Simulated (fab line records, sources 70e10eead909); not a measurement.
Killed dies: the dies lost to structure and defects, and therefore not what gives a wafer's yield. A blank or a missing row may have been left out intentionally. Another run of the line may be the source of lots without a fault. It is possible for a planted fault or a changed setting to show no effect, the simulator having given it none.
Chamber matching -- flow nand harc -- NHARC_A_STAIRCASE_ETCHBACK_157 on rie diel-12: 4 sister chambers
The step etches the open film in CH3F/O2, target depth 90 nm, time 167.14 s. 4 wafers are shown with their chamber, then 8 later ones without.

== WAFERS PAIRED WITH THEIR CHAMBERS ==
wafer,chamber,showerhead plenum p Torr (Torr)
L088.6,3,2.54
L091.4,1,2.51
L091.6,0,2.64
L096.1,2,2.33

== WAFERS WITH NO CHAMBER GIVEN ==
wafer,showerhead plenum p Torr (Torr)
L096.4,2.51
L096.5,2.53
L095.2,2.51
L095.4,2.53
L095.5,2.51
L097.1,2.50
L097.3,2.53
L097.5,2.50

== WHICH CHAMBER EACH WENT THROUGH ==
wafer,from the rows above,in truth
L096.4,1,1
L096.5,can't be placed: 3 or 1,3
L095.2,1,1
L095.4,can't be placed: 3 or 1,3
L095.5,1,1
L097.1,1,1
L097.3,can't be placed: 3 or 1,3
L097.5,1,1
Correctly placed: 5 of 8. From these rows, 3 cannot be placed; in 3 the true chamber is one of the candidates. 0 placed wrongly.
How it was worked out, from the rows above alone: a wafer's distance from a chamber is the root of the sum, over the readings, of the square of ((its reading less the chamber's mean) divided by the reading's scatter). The wafer belongs to the nearest chamber; if the next one is less than 2 further off, it can't be placed. The mean given for a chamber averages the wafers shown for that chamber. The scatter: root of mean squared gap, hidden wafer to nearest shown wafer, with one shown wafer a chamber.
